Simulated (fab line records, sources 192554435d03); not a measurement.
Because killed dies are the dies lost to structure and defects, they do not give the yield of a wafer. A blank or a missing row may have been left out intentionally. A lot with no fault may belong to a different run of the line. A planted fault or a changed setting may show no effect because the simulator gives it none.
The tool behind it: which one? / flow n5Finfet / 30 wafers from 10 lots sampled at 5 of the route's 1938 steps

## WHAT THE GAUGES READ, wafer by wafer
N5_BEOL_M8_THK_MEAS_01.
lot=L908; measured=day 9 01:59; on=filmMetro-01; M8_ILD_THK (nm)=157.7 154.3 158.5
lot=L912; measured=day 10 05:47; on=filmMetro-01; M8_ILD_THK (nm)=158.8 159.4 158.6
lot=L911; measured=day 10 11:28; on=filmMetro-01; M8_ILD_THK (nm)=150.5 152.3 155.6
lot=L914; measured=day 11 06:10; on=filmMetro-02; M8_ILD_THK (nm)=158.3 162.0 147.0
lot=L917; measured=day 11 08:20; on=filmMetro-01; M8_ILD_THK (nm)=152.6 151.2 154.0
lot=L915; measured=day 11 09:07; on=filmMetro-01; M8_ILD_THK (nm)=157.2 142.7 160.4
lot=L925; measured=day 13 12:42; on=filmMetro-01; M8_ILD_THK (nm)=152.9 150.5 155.3
lot=L928; measured=day 14 10:34; on=filmMetro-01; M8_ILD_THK (nm)=152.8 156.8 155.7
lot=L931; measured=day 15 00:48; on=filmMetro-02; M8_ILD_THK (nm)=157.2 152.8 159.2
lot=L930; measured=day 15 02:57; on=filmMetro-01; M8_ILD_THK (nm)=154.9 155.8 157.1

## EACH LOT AND THE TOOL THAT RAN IT (in order: tool; ch and the chambers of the sampled wafers; start)
lot=L908; N5_BEOL_M7_STRIP_36=rieDiel-05 ch 1,2,3, day 8 22:15; N5_BEOL_M7_STRIP_80=rieDiel-05 ch 1,2,3, day 8 23:23 or earlier; N5_BEOL_M7_DEGAS_44=pvdSputter-02, day 8 23:23; N5_BEOL_M8_ILD_DEP_00=pecvd-01 ch 0,1,2, day 9 01:25
lot=L912; N5_BEOL_M7_STRIP_36=rieDiel-05 ch 1,2,3, day 9 23:53; N5_BEOL_M7_STRIP_80=rieDiel-05 ch 1,2,3, day 10 01:44 or earlier; N5_BEOL_M7_DEGAS_44=pvdSputter-01, day 10 01:44; N5_BEOL_M8_ILD_DEP_00=pecvd-01 ch 0,1, day 10 03:46
lot=L911; N5_BEOL_M7_STRIP_36=rieDiel-03 ch 0,2,3, day 10 07:25; N5_BEOL_M7_STRIP_80=rieDiel-03 ch 0,2,3, day 10 08:25 or earlier; N5_BEOL_M7_DEGAS_44=pvdSputter-03, day 10 08:25; N5_BEOL_M8_ILD_DEP_00=pecvd-03 ch 0,1, day 10 10:52
lot=L914; N5_BEOL_M7_STRIP_36=rieDiel-03 ch 0,1, day 11 00:50; N5_BEOL_M7_STRIP_80=rieDiel-03 ch 0,1, day 11 01:46 or earlier; N5_BEOL_M7_DEGAS_44=pvdSputter-01, day 11 01:46; N5_BEOL_M8_ILD_DEP_00=pecvd-01 ch 0,1,2, day 11 05:37
lot=L917; N5_BEOL_M7_STRIP_36=rieDiel-02 ch 2,3, day 11 05:13; N5_BEOL_M7_STRIP_80=rieDiel-02 ch 2,3, day 11 06:06 or earlier; N5_BEOL_M7_DEGAS_44=pvdSputter-01, day 11 06:06; N5_BEOL_M8_ILD_DEP_00=pecvd-03 ch 0,1, day 11 07:46
lot=L915; N5_BEOL_M7_STRIP_36=rieDiel-02 ch 0,1,3, day 11 05:37; N5_BEOL_M7_STRIP_80=rieDiel-02 ch 0,1,3, day 11 06:36 or earlier; N5_BEOL_M7_DEGAS_44=pvdSputter-01, day 11 06:36; N5_BEOL_M8_ILD_DEP_00=pecvd-01 ch 0,2, day 11 08:31
lot=L925; N5_BEOL_M7_STRIP_36=rieDiel-05 ch 0,1, day 13 07:19; N5_BEOL_M7_STRIP_80=rieDiel-05 ch 0,1, day 13 10:20 or earlier; N5_BEOL_M7_DEGAS_44=pvdSputter-01, day 13 10:20; N5_BEOL_M8_ILD_DEP_00=pecvd-03 ch 1,2, day 13 12:07
lot=L928; N5_BEOL_M7_STRIP_36=rieDiel-03 ch 0,1,2, day 14 06:40; N5_BEOL_M7_STRIP_80=rieDiel-03 ch 0,1,2, day 14 07:43 or earlier; N5_BEOL_M7_DEGAS_44=pvdSputter-02, day 14 07:43; N5_BEOL_M8_ILD_DEP_00=pecvd-01 ch 0,2, day 14 09:58
lot=L931; N5_BEOL_M7_STRIP_36=rieDiel-05 ch 0,1,2, day 14 20:13; N5_BEOL_M7_STRIP_80=rieDiel-05 ch 0,1,2, day 14 22:14 or earlier; N5_BEOL_M7_DEGAS_44=pvdSputter-02, day 14 22:14; N5_BEOL_M8_ILD_DEP_00=pecvd-01 ch 0,2, day 15 00:13
lot=L930; N5_BEOL_M7_STRIP_36=rieDiel-03 ch 0,1,2, day 14 22:34; N5_BEOL_M7_STRIP_80=rieDiel-03 ch 0,1,2, day 14 23:16 or earlier; N5_BEOL_M7_DEGAS_44=pvdSputter-03, day 14 23:16; N5_BEOL_M8_ILD_DEP_00=pecvd-01 ch 0,1,2, day 15 02:22
- N5_BEOL_M7_STRIP_36: strips in N2/H2.
- N5_BEOL_M7_STRIP_80: strips in N2/H2, time 10 s.
- N5_BEOL_M7_DEGAS_44: time 60 s.
- N5_BEOL_M8_ILD_DEP_00: deposits SiCOH lowk from DEMS/porogen, target thk 179.75 nm, time 33.4 s.

## THE ANSWER, worked out from the rows above alone
Rule: what is usual is taken from the lots themselves. The widest of any qualifying gaps counts: lots, ordered by their means at a reading, are off when they make up no more than a third of the lots, leave a main group of 4 or more, and stand apart from it by 3 or more times the standard deviation of that group's means. Not used: any main group whose means are identical at the precision the tables above print for the reading. A lot without any number at a reading at which 4 lots or more have one is off too. All remaining lots with rows at the step are treated as sound.
Across all readings shown, no lot is off: no conclusion can be drawn from this.

## WHAT THE SIMULATOR PUT IN
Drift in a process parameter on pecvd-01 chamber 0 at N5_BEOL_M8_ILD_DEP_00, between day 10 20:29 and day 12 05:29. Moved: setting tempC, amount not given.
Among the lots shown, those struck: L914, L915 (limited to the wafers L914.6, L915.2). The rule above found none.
